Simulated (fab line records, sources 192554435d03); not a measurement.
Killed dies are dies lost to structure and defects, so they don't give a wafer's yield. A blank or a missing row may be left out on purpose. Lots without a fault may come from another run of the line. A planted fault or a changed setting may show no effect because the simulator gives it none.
A struck lot beside a sound one | flow n5_finfet | 15 steps out of a route of 1938
Sound: wafers L691.1, L691.3, L691.6. Struck: wafers L702.1, L702.2, L702.6. The cause comes at the end.
At each step with rows: each side's tool, then ch and its chambers, then its first start. Under that, the readings that differ: sound wafers | struck wafers | difference of the means | sigmas: that difference in standard deviations of wafers without a fault.
alike: readings whose means differ by less than 2 such deviations, and words and numbers that are the same on both sides. not compared: withheld readings, readings that some wafer has no value for, bounds like >300 that may hide the same value, and numbers for which the record gives no deviation and whose values overlap.
The two part at a step that has a row with sigmas, a row that says differs or no value, or rows on one side only. Numbers that don't overlap but have no deviation are shown without sigmas and don't part them. A reading that every wafer of one side lacks parts them only if that side has two wafers or more.

first, 4 steps without rows for these wafers: N5_SD_EPI_N_WET_ETCH_43 (etches SiO2 in dHF, time 14 s, target depth 1.5 nm); N5_SD_EPI_N_STRIP_18 (strips in SPM, time 750 s); N5_SD_EPI_N_SRD_20 (time 30 s); N5_SD_EPI_N_PRECLEAN_48 (cleans in NF3:NH3, afs cycles 2, time 20 s, sublimation time 60 s).
N5_SD_EPI_N_VAPOR_ETCH_50: etches Si in HCl, time 54 s.
  sound on epi_rpcvd-02 ch 0, day 3 12:12; struck on epi_rpcvd-02 ch 0, day 6 12:22
  alike: throttle_valve_pct
then, 1 step without rows for these wafers: N5_SD_EPI_N_EPI_21 (deposits Si:P, time 690 s).
N5_SD_EPI_N_EPI_MEAS_23:
  sound on film_metro-02, day 3 14:43; struck on film_metro-01, day 6 14:16
  alike: thk_nm
then, 3 steps without rows for these wafers: N5_SD_EPI_N_PRECLEAN_24 (cleans in O3/DIW, time 60 s); N5_SD_EPI_N_SRD_25 (time 30 s); N5_SD_EPI_N_PRECLEAN_49 (cleans in NF3:NH3, afs cycles 1, time 20 s, sublimation time 60 s).
N5_SD_EPI_N_LINER_46: material SiNx, target thk 3 nm.
  sound on ald_sin-04 ch 1,3, day 3 15:01; struck on ald_sin-02 ch 0,1,2, day 6 14:41
  alike: heater_power_w
N5_SD_EPI_N_INSPECT_26: inspects for defects (darkfield).
  sound on defect_inspect-02, day 3 15:16; struck on defect_inspect-02, day 6 14:56
  alike: raw_defect_count
N5_SD_EPI_P_COAT_34: time 60 s, resist thk 350 nm.
  sound on litho_track-01 ch 0, day 3 15:19; struck on litho_track-01 ch 0, day 6 14:59
  reading                                   | sound                | struck               | difference | sigmas
  spin_speed_rpm (rpm)                      | 1501.2 1501.2 1499.9 | 1457.7 1458.7 1457.3 | -42.9      | -48
  model.SOC_of_SD_EPI_P_COAT_34.thk_nm (nm) | 348.4 347.8 348      | 356.2 355.8 356      | +7.9       |
  alike: dispense_pressure_kPa
then, 1 step without rows for these wafers: N5_SD_EPI_P_COAT_35 (time 60 s, resist thk 35 nm).
-- the record jumps here: 8 days lie between the struck wafers' starts before and after (it left off in module SD_EPI_P and takes up again in module BEOL_M4, whose first step shown is number 1111 of the route) --
N5_BEOL_M4_RC_MEAS_101:
  sound on prober-02 ch 0, day 8 05:22; struck on prober-01 ch 0, day 14 14:39
  alike: DIBL_N, DIBL_P, IOFF_N, IOFF_P, ION_N, ION_P, SS_N, SS_P, VT_N, VT_P

WHERE THEY PART
Only at N5_SD_EPI_P_COAT_34, within this record. Later steps at which nothing parts them and some readings are alike: N5_BEOL_M4_RC_MEAS_101.

WHY: what the simulator had put in
Process parameter drift: litho_track-01, from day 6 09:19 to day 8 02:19, at N5_SD_EPI_P_COAT_34. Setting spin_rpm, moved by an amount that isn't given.
